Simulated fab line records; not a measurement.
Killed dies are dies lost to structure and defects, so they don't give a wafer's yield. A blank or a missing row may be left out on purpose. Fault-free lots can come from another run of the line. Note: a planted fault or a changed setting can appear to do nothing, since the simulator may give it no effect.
Which of the tools did it?	flow nand harc	24 lots, 72 wafers sampled, at 6 steps of a route of 1302

## WHAT THE GAUGES READ, wafer by wafer
NHARC_A_CONTACT_CD_MEAS_15. Usual: cd nm at 190.0 nm, with a standard deviation of 0.66.
lot	measured	on	cd nm (nm)	flag
L074	day 22 16:16	cd sem-02	190.0 189.7 189.5	
L075	day 23 05:51	cd sem-01	189.8 189.3 190.3	
L077	day 23 09:20	cd sem-01	189.6 189.9 188.9	
L076	day 23 14:19	cd sem-03	189.9 190.1 190.8	
L079	day 24 13:44	cd sem-02	190.0 191.5 190.1	
L078	day 24 21:40	cd sem-02	190.1 191.0 190.7	
L080	day 25 15:26	cd sem-02	190.6 190.0 190.1	
L082	day 25 16:35	cd sem-03	191.0 189.7 191.0	
L081	day 26 06:53	cd sem-03	191.1 190.0 190.9	
L083	day 26 08:44	cd sem-02	189.6 189.6 189.9	
L085	day 26 10:50	cd sem-02	190.7 190.8 190.8	
L084	day 26 22:31	cd sem-02	190.4 189.5 189.5	
L086	day 27 02:37	cd sem-02	189.9 190.1 190.0	
L087	day 27 11:15	cd sem-02	190.3 190.4 190.5	
L088	day 28 02:37	cd sem-02	190.2 189.5 190.3	
L089	day 28 06:11	cd sem-02	188.9 188.7 189.3	
L090	day 28 23:35	cd sem-03	189.9 189.7 190.2	
L091	day 29 16:35	cd sem-03	190.6 190.0 191.0	
L092	day 30 03:43	cd sem-03	189.1 188.2 188.7	
L093	day 30 04:58	cd sem-02	189.0 190.5 190.4	
L094	day 30 12:53	cd sem-02	190.8 189.1 189.5	
L097	day 31 06:28	cd sem-02	190.6 191.0 190.9	
L096	day 31 08:50	cd sem-03	190.7 189.4 190.9	
L095	day 31 10:39	cd sem-01	189.2 190.5 188.8	

NHARC_A_BLC_CD_MEAS_10: the cd target is 100 nm. Usual: cd nm at 100.0 nm, with a standard deviation of 0.74.
lot	measured	on	cd nm (nm)	flag
L074	day 22 19:13	cd sem-01	100.0 99.6 100.6	
L075	day 23 09:04	cd sem-03	100.0 99.4 99.9	
L077	day 23 12:11	cd sem-02	100.2 99.6 100.2	
L076	day 23 17:08	cd sem-01	99.3 99.5 99.6	
L079	day 24 16:40	cd sem-03	99.6 100.6 100.2	
L078	day 25 00:40	cd sem-01	99.9 98.3 100.2	
L080	day 25 18:14	cd sem-01	99.7 99.6 100.6	
L082	day 25 20:14	cd sem-01	100.4 99.5 99.7	
L081	day 26 09:49	cd sem-03	101.4 100.0 99.3	
L083	day 26 11:32	cd sem-01	99.6 99.7 100.1	
L085	day 26 13:46	cd sem-01	101.5 100.8 100.2	
L084	day 27 01:34	cd sem-03	100.2 101.0 99.2	
L086	day 27 05:27	cd sem-03	99.8 100.7 99.6	
L087	day 27 14:12	cd sem-03	100.0 101.1 100.0	
L088	day 28 05:31	cd sem-02	100.7 101.0 100.7	
L089	day 28 09:10	cd sem-02	101.7 100.4 100.0	
L090	day 29 02:32	cd sem-02	99.5 100.4 100.1	
L091	day 29 19:48	cd sem-02	100.0 99.6 100.0	
L092	day 30 06:41	cd sem-01	99.0 99.7 99.6	
L093	day 30 07:57	cd sem-02	99.6 98.4 98.8	
L094	day 30 15:52	cd sem-03	99.1 99.7 98.9	
L097	day 31 09:27	cd sem-02	99.2 99.7 101.3	
L096	day 31 11:48	cd sem-02	100.4 100.1 99.1	
L095	day 31 14:02	cd sem-01	101.2 99.9 99.3	

## EACH LOT AND THE TOOL THAT RAN IT (in order: tool; ch and the chambers of the sampled wafers; start)
lot	NHARC_A_CONTACT_DEP_85	NHARC_A_CONTACT_DESCUM_13	NHARC_A_CONTACT_ETCH_136	NHARC_A_CONTACT_STRIP_26
L074	pecvd-04 ch 0,2, day 22 11:44	rie diel-02 ch 0,2, day 22 12:38	har cap etch-02 ch 0,1, day 22 14:35	rie diel-11 ch 0,3, day 22 19:13 or earlier
L075	pecvd-02 ch 0,2, day 23 01:39	rie diel-11 ch 1,3, day 23 02:32	har cap etch-01 ch 0,1, day 23 04:20	rie diel-13 ch 0,1,3, day 23 09:04 or earlier
L077	pecvd-04 ch 0,1,2, day 23 04:55	rie diel-13 ch 1,2, day 23 05:50	har cap etch-03 ch 0,1, day 23 07:44	rie diel-11 ch 1,3, day 23 12:11 or earlier
L076	pecvd-01 ch 0,2, day 23 08:23	rie diel-02 ch 1,2, day 23 09:08	har cap etch-02 ch 0,1, day 23 12:47	rie diel-11 ch 0,3, day 23 17:08 or earlier
L079	pecvd-04 ch 0,1,2, day 24 09:37	rie diel-02 ch 1,2,3, day 24 10:32	har cap etch-03 ch 0,1, day 24 12:08	rie diel-11 ch 0,1,3, day 24 16:40 or earlier
L078	pecvd-04 ch 0,2, day 24 17:41	rie diel-11 ch 0,1,3, day 24 18:29	har cap etch-03 ch 0,1, day 24 20:05	rie diel-11 ch 0,3, day 25 00:40 or earlier
L080	pecvd-02 ch 0,2, day 25 10:49	rie diel-11 ch 0,1,3, day 25 11:44	har cap etch-01 ch 0,1, day 25 13:50	rie diel-02 ch 0,1,2, day 25 18:14 or earlier
L082	pecvd-04 ch 0,1, day 25 12:35	rie diel-02 ch 1,3, day 25 13:22	har cap etch-02 ch 0,1, day 25 14:57	rie diel-11 ch 1,2,3, day 25 20:14 or earlier
L081	pecvd-02 ch 1,2, day 26 02:57	rie diel-11 ch 0,2, day 26 03:43	har cap etch-02 ch 0,1, day 26 05:20	rie diel-02 ch 0,2,3, day 26 09:49 or earlier
L083	pecvd-02 ch 0,1,2, day 26 04:38	rie diel-02 ch 0,1,3, day 26 05:34	har cap etch-01 ch 0,1, day 26 07:09	rie diel-11 ch 0,2,3, day 26 11:32 or earlier
L085	pecvd-02 ch 0,1,2, day 26 06:45	rie diel-11 ch 1,2,3, day 26 07:39	har cap etch-03 ch 0,1, day 26 09:20	rie diel-13 ch 0,2,3, day 26 13:46 or earlier
L084	pecvd-02 ch 0,1,2, day 26 15:40	rie diel-13 ch 1,2,3, day 26 16:27	har cap etch-03 ch 0,1, day 26 20:56	rie diel-02 ch 0,3, day 27 01:34 or earlier
L086	pecvd-01 ch 0,1,2, day 26 22:23	rie diel-02 ch 0,1,3, day 26 23:15	har cap etch-01 ch 0,1, day 27 01:09	rie diel-11 ch 1,2, day 27 05:27 or earlier
L087	pecvd-02 ch 0,1,2, day 27 06:42	rie diel-02 ch 0,3, day 27 07:38	har cap etch-02 ch 0,1, day 27 09:29	rie diel-11 ch 0,1,2, day 27 14:12 or earlier
L088	pecvd-04 ch 0,1, day 27 22:28	rie diel-11 ch 0,2,3, day 27 23:13	har cap etch-02 ch 0,1, day 28 00:55	rie diel-02 ch 1,3, day 28 05:31 or earlier
L089	pecvd-01 ch 0,1,2, day 28 02:05	rie diel-11 ch 0,1, day 28 02:59	har cap etch-01 ch 0,1, day 28 04:38	rie diel-02 ch 0,1,3, day 28 09:10 or earlier
L090	pecvd-02 ch 0,1,2, day 28 19:31	rie diel-11 ch 0,1,3, day 28 20:25	har cap etch-01 ch 0,1, day 28 21:59	rie diel-11 ch 0,1, day 29 02:32 or earlier
L091	pecvd-02 ch 0,1,2, day 29 12:31	rie diel-11 ch 0,1,2, day 29 13:23	har cap etch-02 ch 0,1, day 29 15:02	rie diel-02 ch 1,2,3, day 29 19:48 or earlier
L092	pecvd-04 ch 1,2, day 29 23:44	rie diel-13 ch 0,1,3, day 30 00:31	har cap etch-02 ch 0,1, day 30 02:07	rie diel-11 ch 0,1,3, day 30 06:41 or earlier
L093	pecvd-01 ch 0,2, day 30 00:13	rie diel-11 ch 0,1,3, day 30 01:08	har cap etch-01 ch 0,1, day 30 02:56	rie diel-02 ch 0,1,3, day 30 07:57 or earlier
L094	pecvd-04 ch 0,1,2, day 30 08:50	rie diel-11 ch 0,1,2, day 30 09:36	har cap etch-01 ch 0,1, day 30 11:14	rie diel-02 ch 1,3, day 30 15:52 or earlier
L097	pecvd-01 ch 0,1,2, day 31 02:21	rie diel-11 ch 0,2,3, day 31 03:17	har cap etch-03 ch 0,1, day 31 04:53	rie diel-02 ch 0,2,3, day 31 09:27 or earlier
L096	pecvd-01 ch 1,2, day 31 04:43	rie diel-11 ch 1,2, day 31 05:38	har cap etch-02 ch 1, day 31 07:14	rie diel-11 ch 1,2,3, day 31 11:48 or earlier
L095	pecvd-01 ch 0,2, day 31 06:30	rie diel-11 ch 0,3, day 31 07:21	har cap etch-03 ch 0,1, day 31 08:56	rie diel-11 ch 0,1, day 31 14:02 or earlier
- NHARC_A_CONTACT_DEP_85: deposits SiON, target thk 60 nm.
- NHARC_A_CONTACT_DESCUM_13: chemistry O2, time 3 s.
- NHARC_A_CONTACT_ETCH_136: etches the open film in C4F8/O2/Ar, time 311 s, target depth 1912 nm.
- NHARC_A_CONTACT_STRIP_26: strips in O2.

## WHAT THE TOOLS THEMSELVES READ (means of the sampled wafers that have a number; where no wafer has one, the mark that the record gives instead)
NHARC_A_CONTACT_DEP_85. Usual: heater power w 728 W, standard deviation 84; showerhead vpp V 1128 V, standard deviation 41.
lot	tool	heater power w (W)	showerhead vpp V (V)	flag
L074	pecvd-04	650	1159	
L075	pecvd-02	610	1108	
L077	pecvd-04	716	1134	
L076	pecvd-01	764	1162	
L079	pecvd-04	714	1119	
L078	pecvd-04	723	1123	
L080	pecvd-02	642	1115	
L082	pecvd-04	654	1163	
L081	pecvd-02	792	1112	
L083	pecvd-02	721	1115	
L085	pecvd-02	705	1113	
L084	pecvd-02	728	1108	
L086	pecvd-01	763	1149	
L087	pecvd-02	735	1110	
L088	pecvd-04	643	1152	
L089	pecvd-01	745	1153	
L090	pecvd-02	692	1111	
L091	pecvd-02	722	1116	
L092	pecvd-04	794	1101	
L093	pecvd-01	728	1173	
L094	pecvd-04	718	1130	
L097	pecvd-01	733	1147	
L096	pecvd-01	775	1123	
L095	pecvd-01	772	1169	

NHARC_A_CONTACT_DESCUM_13. Usual: chamber pressure mTorr 60.00 mTorr, standard deviation 0.052; drypump motor current A 5.7 A, standard deviation 0.32; oes product au 0.995 a.u., standard deviation 0.011; rf vpp V 58.1 V, standard deviation 0.98; showerhead plenum p Torr 1.96 Torr, standard deviation 0.095; throttle valve pct 11.310 %, standard deviation 0.0083.
lot	tool	chamber pressure mTorr (mTorr)	drypump motor current A (A)	oes product au (a.u.)	rf vpp V (V)	showerhead plenum p Torr (Torr)	throttle valve pct (%)	flag
L074	rie diel-02	59.97	6.0	0.989	58.8	1.94	11.309	
L075	rie diel-11	60.04	5.8	0.990	58.1	2.02	11.309	
L077	rie diel-13	59.98	6.1	1.000	59.0	2.00	11.307	
L076	rie diel-02	59.96	5.6	0.976	59.1	1.99	11.318	
L079	rie diel-02	59.99	5.4	0.996	57.8	1.93	11.318	
L078	rie diel-11	60.00	5.9	0.992	58.7	2.01	11.309	
L080	rie diel-11	60.03	5.9	0.988	57.9	2.01	11.312	
L082	rie diel-02	59.97	5.5	0.996	59.0	2.00	11.306	
L081	rie diel-11	60.07	5.9	0.988	59.0	1.98	11.313	
L083	rie diel-02	60.00	5.7	1.000	58.2	1.97	11.305	
L085	rie diel-11	60.05	5.8	0.991	58.4	1.93	11.318	
L084	rie diel-13	60.02	5.7	1.000	58.6	1.95	11.310	
L086	rie diel-02	59.97	5.7	0.997	57.5	1.97	11.312	
L087	rie diel-02	59.96	6.0	1.005	57.5	1.93	11.312	
L088	rie diel-11	60.02	5.9	1.004	57.7	1.93	11.317	
L089	rie diel-11	60.01	5.9	0.992	57.6	2.06	11.313	
L090	rie diel-11	60.03	5.9	0.992	58.3	2.00	11.308	
L091	rie diel-11	59.96	5.8	0.996	57.8	1.97	11.313	
L092	rie diel-13	60.02	5.6	1.000	58.5	1.96	11.316	
L093	rie diel-11	60.02	5.9	0.992	59.2	2.00	11.311	
L094	rie diel-11	60.01	5.8	0.994	58.8	1.97	11.309	
L097	rie diel-11	60.00	5.9	1.004	57.9	1.92	11.305	
L096	rie diel-11	59.99	5.7	0.998	57.9	1.89	11.314	
L095	rie diel-11	60.08	5.9	1.010	57.4	1.95	11.312	

NHARC_A_CONTACT_ETCH_136. Usual: chamber pressure mTorr at 20.001 mTorr, with a standard deviation of 0.017.
lot	tool	chamber pressure mTorr (mTorr)	flag
L074	har cap etch-02	19.998	
L075	har cap etch-01	20.008	
L077	har cap etch-03	19.997	
L076	har cap etch-02	20.017	
L079	har cap etch-03	20.009	
L078	har cap etch-03	20.015	
L080	har cap etch-01	19.997	
L082	har cap etch-02	19.990	
L081	har cap etch-02	19.984	
L083	har cap etch-01	19.998	
L085	har cap etch-03	19.996	
L084	har cap etch-03	19.995	
L086	har cap etch-01	20.014	
L087	har cap etch-02	20.005	
L088	har cap etch-02	19.997	
L089	har cap etch-01	20.003	
L090	har cap etch-01	19.995	
L091	har cap etch-02	20.006	
L092	har cap etch-02	20.006	
L093	har cap etch-01	19.995	
L094	har cap etch-01	19.987	
L097	har cap etch-03	20.006	
L096	har cap etch-02	20.012	
L095	har cap etch-03	19.990	

NHARC_A_CONTACT_STRIP_26. Usual: chamber pressure mTorr 60.00 mTorr, standard deviation 0.057; drypump motor current A 5.7 A, standard deviation 0.34; oes product au 0.994 a.u., standard deviation 0.011; rf vpp V 57.9 V, standard deviation 0.87; showerhead plenum p Torr 3.59 Torr, standard deviation 0.16; throttle valve pct 17.035 %, standard deviation 0.0093.
lot	tool	chamber pressure mTorr (mTorr)	drypump motor current A (A)	oes product au (a.u.)	rf vpp V (V)	showerhead plenum p Torr (Torr)	throttle valve pct (%)	flag
L074	rie diel-11	60.01	5.9	0.997	58.9	3.62	17.033	
L075	rie diel-13	59.96	5.6	1.010	58.1	3.64	17.027	
L077	rie diel-11	60.01	5.8	0.987	58.0	3.62	17.037	
L076	rie diel-11	59.95	6.0	1.000	58.4	3.70	17.035	
L079	rie diel-11	59.97	5.9	0.998	57.8	3.70	17.034	
L078	rie diel-11	60.02	5.9	0.990	58.0	3.61	17.036	
L080	rie diel-02	60.06	5.8	0.997	57.9	3.61	17.041	
L082	rie diel-11	60.00	5.7	0.983	57.3	3.55	17.037	
L081	rie diel-02	59.99	5.6	1.000	58.5	3.51	17.038	
L083	rie diel-11	59.98	5.9	0.989	58.3	3.55	17.031	
L085	rie diel-13	60.00	5.6	1.010	58.3	3.53	17.037	
L084	rie diel-02	60.02	6.0	1.002	57.4	3.57	17.031	
L086	rie diel-11	60.03	5.7	0.997	59.1	3.64	17.031	
L087	rie diel-11	59.96	5.8	0.997	58.4	3.64	17.035	
L088	rie diel-02	60.01	5.5	0.990	58.5	3.66	17.036	
L089	rie diel-02	59.96	5.7	0.993	57.9	3.61	17.032	
L090	rie diel-11	60.00	5.8	0.990	58.4	3.78	17.038	
L091	rie diel-02	60.04	5.4	0.993	58.2	3.55	17.039	
L092	rie diel-11	60.01	5.9	0.995	57.8	3.69	17.042	
L093	rie diel-02	60.00	5.7	1.002	57.8	3.61	17.035	
L094	rie diel-02	59.96	5.5	1.000	58.0	3.65	17.040	
L097	rie diel-02	59.93	5.6	0.991	57.8	3.49	17.037	
L096	rie diel-11	59.95	5.8	1.000	57.0	3.54	17.026	
L095	rie diel-11	60.04	5.8	0.980	58.7	3.77	17.034	

## THE ANSWER, worked out from the rows above alone
Rule: lot off if the mean of its wafers having a number is beyond 3 standard deviations from the usual mean. A lot without any number at a reading at which 4 lots or more have one is off too. Any other lot the step has rows for is counted as sound. After the gauges, taken in route order, come the tools' own readings; for these a lot's mean is taken, as printed above. The first step at which some lot is off is used, and at that step the reading that is off furthest; a lot without a number counts as furthest.
Nothing can be told from this: no lot is off at any reading shown.

## WHAT THE SIMULATOR PUT IN
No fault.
